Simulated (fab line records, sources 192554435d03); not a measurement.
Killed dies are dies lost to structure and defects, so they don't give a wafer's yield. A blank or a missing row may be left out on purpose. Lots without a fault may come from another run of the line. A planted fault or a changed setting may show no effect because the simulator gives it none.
fab line records | flow n5_finfet
record lots=4 wafers=12 last_day=13
route steps=1938 shown BEOL_M3@1009 BEOL_M4@1021 PASSIVATION@1936
lots that met no fault: from a run of the same line without faults
start_h: hours from the record's first day to the start of the lot's first wafer shown | wait_h: hours since the lot's step before | " the same as in the row above | L1.1+2: a row that stands for several wafers | - no value, or no start given | * or withheld: withheld | < > ~ a bound
route shown NAME@n: a module of which the file shows steps, and the number in the route of the first | usual: mean/standard deviation of fault-free wafers | same: alike in all rows | chamber/n: place in a boat | sites: the reading at each site | _std_site: their standard deviation | _edge_site: outer sites' mean less inner sites' | radius_mm: how far each site lies from the wafer's centre | mask NAME#n: copy n | behind: the tool/chamber that last shaped the wafer | hold: why the lot was held/for how many hours/how that ended | device: the transistor (n, p or np) that didn't switch | end of line: the same wafers' tests at the end of the route | a step without rows: its recipe alone | killed: dies lost to structure and defects at the first sort, not the wafer's yield | map: a wafer's dies, x killed, . not, _ none there
set.NAME: the setting as run; set.NAME@STEP: as run at that earlier step | model.NAME: the simulator's own value behind a step, which no gauge read
lots at some steps of the route; a table a step, a row a wafer
services: from which hour (start_h, from the record's first day; less than 0 if before it) a tool's chamber was out of use, for how many hours, and why
## steps
# step N5_BEOL_M3_ANNEAL_95
# recipe temp_c=400 time_s=240 ambient=vacuum
# step N5_BEOL_M3_SPUTTER_96
# recipe material=Cu target_thk_a=45 temp_c=-20 chamber_pressure_pa=0.07 power_w=withheld time_s=8.29
# step N5_BEOL_M3_ECD_50
# recipe material=Cu target_thk_a=3000
# step N5_BEOL_M3_ANNEAL_51
# recipe temp_c=225 time_s=90 ambient=N2
# step N5_BEOL_M3_CMP_52
# recipe stop_on=SiOC t_overpolish_s=6.8 down_force_psi=1 platen_rpm=50 clearing_platen_down_force_psi=1.5 clearing_platen_rpm=50 post_cmp_clean=cu_alkaline target_thk_nm=40 clearing_platen_pad_velocity_m_s=0.99484 pad_velocity_m_s=0.99484
# step N5_BEOL_M3_PRE_CLEAN_60
# recipe gas=NH3/H2 time_s=15 temp_c=* rf_power_w=300
# step N5_BEOL_M3_CO_CAP_55
# recipe material=Co target_thk_a=20 temp_c=200 precursor=CCTBA/H2 pressure_torr=30 time_s=102.1
# step N5_BEOL_M3_PRE_CLEAN_56
# recipe gas=NH3 time_s=15 temp_c=withheld rf_power_w=300
# step N5_BEOL_M3_DEP_57
# recipe material=SiCN target_thk_a=80 temp_c=withheld precursor=3MS/NH3 pressure_torr=3 rf_w=202 time_s=14
# step N5_BEOL_M4_ILD_DEP_00
# recipe material=SiOC target_thk_a=790 temp_c=350 precursor=DEMS/O2 pressure_torr=5 rf_w=500 time_s=15.3
# usual heater_power_w=445/78 showerhead_plenum_p_Torr=5.687/0.013 throttle_valve_pct=12.0/0.81
# columns lot.wafer tool chamber start_h wait_h heater_power_w showerhead_plenum_p_Torr throttle_valve_pct model.SiOC_of_BEOL_M4_ILD_DEP_00.thk_nm
L195.1 pecvd-01 2 178.65 0.0 505 5.708 10.8 79.2
L195.2 " 0 " " 439 5.697 12.9 79
L195.3 " 1 " " 350 5.688 11.7 79.2
L196.1 pecvd-01 0 191.64 0.0 357 5.676 12.6 111.2
L196.4 " 0 " " 363 5.679 12.6 112.8
L196.5 " 2 " " 489 5.706 10.8 80
L198.3 pecvd-01 0 200.95 0.0 375 5.684 12.6 112
L198.4 " 2 " " 462 5.696 10.6 80
L198.5 " 1 " " 292 5.685 11.7 80
L199.1 pecvd-02 2 202.85 0.0 594 5.709 11.7 79.6
L199.3 " 1 " " 427 5.692 12.3 78.4
L199.6 " 0 " " 569 5.701 11.7 80
# step N5_BEOL_M4_THK_MEAS_01
# recipe reads=SiOC_of_BEOL_M4_ILD_DEP_00
# usual M4_ILD_THK=79.2/0.88
# columns lot.wafer tool chamber start_h wait_h M4_ILD_THK[nm]
L195.1 film_metro-02 - 178.72 0.0 79.2
L195.2 " - " " 79.0
L195.3 " - " " 79.2
L196.1 film_metro-02 - 191.70 0.0 111.3
L196.4 " - " " 112.7
L196.5 " - " " 79.9
L198.3 film_metro-01 - 201.02 0.1 112.2
L198.4 " - " " 79.9
L198.5 " - " " 80.0
L199.1 film_metro-01 - 202.92 0.0 79.6
L199.3 " - " " 78.5
L199.6 " - " " 79.9
# step N5_BEOL_M4_PECVD_72
# recipe material=SiO2 target_thk_a=160 temp_c=400 precursor=TEOS/O2 pressure_torr=5.5 rf_w=450 teos_flow_sccm=53.8 gas=O2 flow_sccm=3000 time_s=18
# step N5_BEOL_M4_HM_DEP_02
# recipe material=TiN target_thk_a=200 temp_c=25 chamber_pressure_pa=0.49996
# step N5_BEOL_M4_COAT_61
# recipe resist=SOC temp_c=250 time_s=60 spin_rpm=1500 resist_thk_nm=60
# step N5_BEOL_M4_COAT_62
# recipe resist=SiARC temp_c=220 time_s=60 spin_rpm=1500 resist_thk_nm=12
# step N5_BEOL_M4_COAT_73
# recipe resist=underlayer temp_c=205 time_s=60 spin_rpm=1500 resist_thk_nm=5
# step N5_BEOL_M4_COAT_05
# recipe resist=CAR-EUV spin_rpm=1500 resist_thk_nm=30
# step N5_BEOL_M4_EBR_07
# recipe solvent=PGMEA ebr_width_mm=1.5
# step N5_BEOL_M4_SOFTBAKE_06
# recipe temp_c=110 time_s=60 resist=CAR-EUV
# step N5_BEOL_M4_EXPOSE_08
# recipe mask_id=M4 na=0.33 source_shape=dipole sigma_inner=0.369 sigma_outer=0.767 polarization=unpolarized dose_mj=41.25
# step N5_BEOL_M4_PEB_09
# recipe peb_temp_c=100 peb_time_s=60 resist=CAR-EUV
# step N5_BEOL_M4_DEVELOP_10
# recipe develop_time_s=30 developer=TMAH resist=CAR-EUV rinse_liquid=surfactant_rinse dry=air_spin dev_temp_c=23
# step N5_BEOL_M4_DESCUM_16
# recipe chemistry=O2 time_s=7 source_power_w=50 bias_power_w=20 pressure_mtorr=20 rf_frequency_hz=2.712e+07 temp_c=40 resist=CAR-EUV o2_flow_sccm=225
# step N5_BEOL_M4_ETCH_74
# recipe chemistry=N2/H2 target=underlayer target_depth_a=65 mask_material=CAR-EUV time_s=5.2 ion_energy_ev=200 pressure_mtorr=30 source_w=840 bias_w=150 n2_flow_sccm=200 h2_flow_sccm=200 ends=cleared
# step N5_BEOL_M4_ETCH_63
# recipe chemistry=CF4 target=SiARC target_depth_a=156 mask_material=CAR-EUV time_s=26 ion_energy_ev=80 pressure_mtorr=40 source_w=545 bias_w=36 Ar_flow_sccm=100 cf4_flow_sccm=100 ends=cleared
# step N5_BEOL_M4_ETCH_64
# recipe chemistry=N2/H2 target=SOC target_depth_a=750 overetch_a=225 mask_material=SiARC temp_c=40 time_s=121.9 ion_energy_ev=200 pressure_mtorr=30 source_w=840 bias_w=150 n2_flow_sccm=200 h2_flow_sccm=200
# step N5_BEOL_M4_STRIP_65
# recipe chemistry=N2/H2 temp_c=40 n2_flow_sccm=200 h2_flow_sccm=200 rf_frequency_hz=6e+07
# step N5_BEOL_M4_STRIP_75
# recipe chemistry=N2/H2 temp_c=40 n2_flow_sccm=200 h2_flow_sccm=200 rf_frequency_hz=6e+07
# step N5_BEOL_M4_STRIP_66
# recipe chemistry=CF4 resist=SiARC power_w=300 bias_power_w=75 pressure_mtorr=50 cf4_flow_sccm=150 rf_frequency_hz=6e+07
# step N5_BEOL_M4_HM_OPEN_17
# recipe chemistry=Cl2/BCl3 target_depth_a=200 overetch_a=60 target=TiN mask_material=SOC ion_energy_ev=150 pressure_mtorr=10 icp_w=1000 bias_w=126 Cl2_flow_sccm=53.25 bcl3_flow_sccm=21.75 Ar_flow_sccm=25
# step N5_BEOL_M4_STRIP_19
# recipe chemistry=O2 power_w=400 temp_c=40 pressure_mtorr=30 rf_frequency_hz=6e+07 bias_power_w=0 overash_fraction=0.2 o2_flow_sccm=225
# step N5_BEOL_M4_COAT_67
# recipe resist=SOC temp_c=250 time_s=60 spin_rpm=1500 resist_thk_nm=60
# step N5_BEOL_M4_COAT_68
# recipe resist=SiARC temp_c=220 time_s=60 spin_rpm=1500 resist_thk_nm=12
# step N5_BEOL_M4_COAT_76
# recipe resist=underlayer temp_c=205 time_s=60 spin_rpm=1500 resist_thk_nm=5
# step N5_BEOL_M4_COAT_22
# recipe resist=CAR-EUV spin_rpm=1500 resist_thk_nm=30
# step N5_BEOL_M4_CMP_52
# recipe stop_on=SiOC t_overpolish_s=6.8 down_force_psi=1 platen_rpm=50 clearing_platen_down_force_psi=1.5 clearing_platen_rpm=50 post_cmp_clean=cu_alkaline target_thk_nm=40 clearing_platen_pad_velocity_m_s=0.99484 pad_velocity_m_s=0.99484
# usual clearing_platen_down_force_psi=1.5000/0.0028 edge_zone_pressure_frac=1.000/0.0048 motor_current_A=5.8/0.54
# columns lot.wafer tool chamber start_h wait_h clearing_platen_down_force_psi edge_zone_pressure_frac motor_current_A model.SiOC_of_BEOL_M4_ILD_DEP_00.thk_nm
L195.3 cmp-02 0 191.29 0.2 1.4951 1.003 6.1 76.2
L195.1 " 2 " " 1.4988 1.000 5.5 76.2
L195.2 " 3 " " 1.5045 1.000 6.0 76
L196.1 cmp-02 0 201.09 0.3 1.4999 0.999 6.6 108.2
L196.4 " 1 " " 1.4958 1.002 5.9 109.8
L196.5 " 2 " " 1.5001 0.999 5.7 77
L198.3 cmp-02 0 208.80 0.2 1.5032 1.008 6.6 109
L198.4 " 1 " " 1.4978 0.999 5.6 77
L198.5 " 0 " " 1.5026 1.003 6.5 77
L199.1 cmp-03 0 211.75 0.6 1.4976 1.006 5.2 76.6
L199.3 " 1 " " 1.4981 0.997 6.0 75.4
L199.6 " 3 " " 1.4968 0.990 5.8 77
# step N5_BEOL_M4_RC_MEAS_101
# usual DIBL_N=36.4/1.4 DIBL_P=36.3/1.8 IOFF_N=0.163/0.024 IOFF_P=0.21/0.034 ION_N=673/11 ION_P=461/7.4 SS_N=71.6/0.52 SS_P=73.3/0.58 VT_N=249.4/2.5 VT_P=-250/3.5
# columns lot.wafer tool chamber start_h wait_h DIBL_N[mV/V] DIBL_P[mV/V] IOFF_N[nA/um] IOFF_P[nA/um] ION_N[uA/um] ION_P[uA/um] SS_N[mV/dec] SS_P[mV/dec] VT_N[mV] VT_P[mV]
L195.1 prober-02 0 191.89 0.0 38.0 37.4 0.181 0.27 675 467 72.0 73.6 246.9 -244
L195.2 " 0 " " 37.2 37.0 0.161 0.24 681 472 71.9 73.4 249.2 -246
L195.3 " 0 " " 37.8 37.5 0.179 0.27 684 478 72.3 73.7 246.0 -244
L196.5 prober-01 0 202.24 0.6 36.3 37.0 0.165 0.22 664 455 72.2 73.6 251.1 -251
L198.4 prober-01 0 209.84 0.5 34.4 35.1 0.139 0.18 665 459 72.3 72.9 252.4 -252
L198.5 " 0 " " 34.8 35.1 0.148 0.18 653 452 72.1 73.4 255.3 -253
L199.1 prober-02 0 212.28 0.0 35.1 36.5 0.148 0.23 663 463 71.6 73.5 250.2 -251
L199.3 " 0 " " 35.9 36.8 0.160 0.24 678 469 71.8 74.0 249.4 -247
L199.6 " 0 " " 35.7 36.5 0.161 0.23 669 465 72.0 73.3 250.6 -249
# step N5_PASSIVATION_PROBE_49
# usual defect_limited_yield=91.4/1.6 killed_at_M0_to_M3=34/12 killed_at_M4_up=13/5.2 killed_at_contacts=11/5.5 killed_at_front_end=40/13 killed_at_other=3.4/2.7 killed_dies=102/19 killed_on_rim=13/4.3 killed_open=66/15 killed_short=33/7.9 sort_bin_5_function=5.1/1.1 sort_bin_6_memory=3.2/0.7 sort_n_pass=1078/19 sort_yield_pct=91.4/1.6
# same gross_dies=1180 killed_at_back_side=0 sort_bin_4_leakage[%]=0 sort_bin_8_speed[%]=0
# columns lot.wafer tool chamber start_h wait_h defect_limited_yield[%] killed_at_M0_to_M3 killed_at_M4_up killed_at_contacts killed_at_front_end killed_at_other killed_dies killed_on_rim killed_open killed_short sort_bin_5_function[%] sort_bin_6_memory[%] sort_n_pass sort_yield_pct[%]
L196.1 prober-01 - 302.33 0.0 0 27 1102 7 39 5 1180 152 53 40 97.0 2.7 0 0
L196.4 prober-01 - 302.48 0.2 0 31 1097 3 48 1 1180 152 60 36 96.7 2.9 0 0
L196.5 prober-01 - 302.53 0.2 93.1 22 13 5 40 1 81 10 55 24 4.4 2.1 1099 93.1
L198.3 prober-01 - 320.04 0.1 0 30 1090 5 53 2 1180 152 64 35 96.6 3.1 0 0
# killed by level:class
L196.1 BEOL_M4:area_dep=1087 BEOL_M0_SAQP:geometric_particle:short=14 FIN_SAQP:geometric_particle:open=9 FIN_SAQP:geometric_particle:short=9 BEOL_M0_SAQP:geometric_particle:open=7 BEOL_M4:geometric_particle:open=7 STI_FIN_REVEAL:geometric_particle:open=6 GATE_CUT:geometric_particle:short=5
L196.4 BEOL_M4:area_dep=1083 FIN_SAQP:geometric_particle:open=17 BEOL_M2:geometric_particle:open=10 BEOL_M0_SAQP:geometric_particle:short=9 FIN_SAQP:geometric_particle:short=8 BEOL_M4:geometric_particle:open=8 STI_FIN_REVEAL:geometric_particle:open=5 DUMMY_GATE:geometric_particle:short=4
L196.5 STI_FIN_REVEAL:geometric_particle:open=12 FIN_SAQP:geometric_particle:open=6 MOL_CONTACT_COAG:geometric_particle:open=5 BEOL_M0_SAQP:geometric_particle:open=5 BEOL_M3:geometric_particle:open=5 BEOL_M4:geometric_particle:open=5 FIN_SAQP:geometric_particle:short=4 BEOL_M2:geometric_particle:open=4
L198.3 BEOL_M4:area_dep=1077 GATE_CUT:geometric_particle:short=10 BEOL_M0_SAQP:geometric_particle:short=10 FIN_SAQP:geometric_particle:short=7 DUMMY_GATE:geometric_particle:open=7 BEOL_M0_SAQP:geometric_particle:open=7 BEOL_M1:geometric_particle:open=7 STI_FIN_REVEAL:geometric_particle:open=6
# map L196.1 (x killed, . not)
_________________xxxxxxxxxxxx________________
______________xxxxxxxxxxxxxxxxxx_____________
___________xxxxxxxxxxxxxxxxxxxxxxxx__________
__________xxxxxxxxxxxxxxxxxxxxxxxxxx_________
________xxxxxxxxxxxxxxxxxxxxxxxxxxxxxx_______
_______xxxxxxxxxxxxxxxxxxxxxxxxxxxxxxxx______
______xxxxxxxxxxxxxxxxxxxxxxxxxxxxxxxxxx_____
_____xxxxxxxxxxxxxxxxxxxxxxxxxxxxxxxxxxxx____
____xxxxxxxxxxxxxxxxxxxxxxxxxxxxxxxxxxxxxx___
___xxxxxxxxxxxxxxxxxxxxxxxxxxxxxxxxxxxxxxxx__
___xxxxxxxxxxxxxxxxxxxxxxxxxxxxxxxxxxxxxxxx__
__xxxxxxxxxxxxxxxxxxxxxxxxxxxxxxxxxxxxxxxxxx_
__xxxxxxxxxxxxxxxxxxxxxxxxxxxxxxxxxxxxxxxxxx_
_xxxxxxxxxxxxxxxxxxxxxxxxxxxxxxxxxxxxxxxxxxxx
_xxxxxxxxxxxxxxxxxxxxxxxxxxxxxxxxxxxxxxxxxxxx
_xxxxxxxxxxxxxxxxxxxxxxxxxxxxxxxxxxxxxxxxxxxx
_xxxxxxxxxxxxxxxxxxxxxxxxxxxxxxxxxxxxxxxxxxxx
_xxxxxxxxxxxxxxxxxxxxxxxxxxxxxxxxxxxxxxxxxxxx
_xxxxxxxxxxxxxxxxxxxxxxxxxxxxxxxxxxxxxxxxxxxx
_xxxxxxxxxxxxxxxxxxxxxxxxxxxxxxxxxxxxxxxxxxxx
_xxxxxxxxxxxxxxxxxxxxxxxxxxxxxxxxxxxxxxxxxxxx
__xxxxxxxxxxxxxxxxxxxxxxxxxxxxxxxxxxxxxxxxxx_
__xxxxxxxxxxxxxxxxxxxxxxxxxxxxxxxxxxxxxxxxxx_
___xxxxxxxxxxxxxxxxxxxxxxxxxxxxxxxxxxxxxxxx__
___xxxxxxxxxxxxxxxxxxxxxxxxxxxxxxxxxxxxxxxx__
____xxxxxxxxxxxxxxxxxxxxxxxxxxxxxxxxxxxxxx___
_____xxxxxxxxxxxxxxxxxxxxxxxxxxxxxxxxxxxx____
______xxxxxxxxxxxxxxxxxxxxxxxxxxxxxxxxxx_____
_______xxxxxxxxxxxxxxxxxxxxxxxxxxxxxxxx______
________xxxxxxxxxxxxxxxxxxxxxxxxxxxxxx_______
__________xxxxxxxxxxxxxxxxxxxxxxxxxx_________
___________xxxxxxxxxxxxxxxxxxxxxxxx__________
______________xxxxxxxxxxxxxxxxxx_____________
_________________xxxxxxxxxxxx________________
# map L198.3 (x killed, . not)
_________________xxxxxxxxxxxx________________
______________xxxxxxxxxxxxxxxxxx_____________
___________xxxxxxxxxxxxxxxxxxxxxxxx__________
__________xxxxxxxxxxxxxxxxxxxxxxxxxx_________
________xxxxxxxxxxxxxxxxxxxxxxxxxxxxxx_______
_______xxxxxxxxxxxxxxxxxxxxxxxxxxxxxxxx______
______xxxxxxxxxxxxxxxxxxxxxxxxxxxxxxxxxx_____
_____xxxxxxxxxxxxxxxxxxxxxxxxxxxxxxxxxxxx____
____xxxxxxxxxxxxxxxxxxxxxxxxxxxxxxxxxxxxxx___
___xxxxxxxxxxxxxxxxxxxxxxxxxxxxxxxxxxxxxxxx__
___xxxxxxxxxxxxxxxxxxxxxxxxxxxxxxxxxxxxxxxx__
__xxxxxxxxxxxxxxxxxxxxxxxxxxxxxxxxxxxxxxxxxx_
__xxxxxxxxxxxxxxxxxxxxxxxxxxxxxxxxxxxxxxxxxx_
_xxxxxxxxxxxxxxxxxxxxxxxxxxxxxxxxxxxxxxxxxxxx
_xxxxxxxxxxxxxxxxxxxxxxxxxxxxxxxxxxxxxxxxxxxx
_xxxxxxxxxxxxxxxxxxxxxxxxxxxxxxxxxxxxxxxxxxxx
_xxxxxxxxxxxxxxxxxxxxxxxxxxxxxxxxxxxxxxxxxxxx
_xxxxxxxxxxxxxxxxxxxxxxxxxxxxxxxxxxxxxxxxxxxx
_xxxxxxxxxxxxxxxxxxxxxxxxxxxxxxxxxxxxxxxxxxxx
_xxxxxxxxxxxxxxxxxxxxxxxxxxxxxxxxxxxxxxxxxxxx
_xxxxxxxxxxxxxxxxxxxxxxxxxxxxxxxxxxxxxxxxxxxx
__xxxxxxxxxxxxxxxxxxxxxxxxxxxxxxxxxxxxxxxxxx_
__xxxxxxxxxxxxxxxxxxxxxxxxxxxxxxxxxxxxxxxxxx_
___xxxxxxxxxxxxxxxxxxxxxxxxxxxxxxxxxxxxxxxx__
___xxxxxxxxxxxxxxxxxxxxxxxxxxxxxxxxxxxxxxxx__
____xxxxxxxxxxxxxxxxxxxxxxxxxxxxxxxxxxxxxx___
_____xxxxxxxxxxxxxxxxxxxxxxxxxxxxxxxxxxxx____
______xxxxxxxxxxxxxxxxxxxxxxxxxxxxxxxxxx_____
_______xxxxxxxxxxxxxxxxxxxxxxxxxxxxxxxx______
________xxxxxxxxxxxxxxxxxxxxxxxxxxxxxx_______
__________xxxxxxxxxxxxxxxxxxxxxxxxxx_________
___________xxxxxxxxxxxxxxxxxxxxxxxx__________
______________xxxxxxxxxxxxxxxxxx_____________
_________________xxxxxxxxxxxx________________
## services
# columns tool chamber start_h hours kind
cmp-02 - 154.80 - consumable_replace:conditioner
cmp-02 - 154.80 - consumable_replace:pad
cmp-03 - 155.77 4.0 pm
## key
first_sign step=N5_BEOL_M4_THK_MEAS_01 reading=M4_ILD_THK direction=up sigmas=38 usual=79.2 struck=112.1
effect step=N5_PASSIVATION_PROBE_49 reading=killed_at_M4_up direction=up sigmas=99+ usual=13 struck=1096
model_effect step=N5_BEOL_M4_ILD_DEP_00 value=SiOC_of_BEOL_M4_ILD_DEP_00.thk_nm without=79.4 struck=112
model_effect step=N5_BEOL_M4_CMP_52 value=SiOC_of_BEOL_M4_ILD_DEP_00.thk_nm without=76.4 struck=109
more_kills_born_at N5_BEOL_M4_ILD_DEP_00@pecvd-01=3247
met_at N5_BEOL_M4_ILD_DEP_00
struck_wafers L196.1,L196.4,L198.3
later_rows_left_out L196.1,L196.4,L198.3
onset_between 178.65 191.64
fault kind=process_parameter_drift tool=pecvd-01 chamber=0 onset_h=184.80 steps=N5_BEOL_M4_ILD_DEP_00 channel=time_s offset=* shape=step end_h=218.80 acts_in=* stated=*
# later_rows_left_out: the simulator's readings of these wafers behind a module that went badly wrong aren't trusted and aren't shown, but for the sort
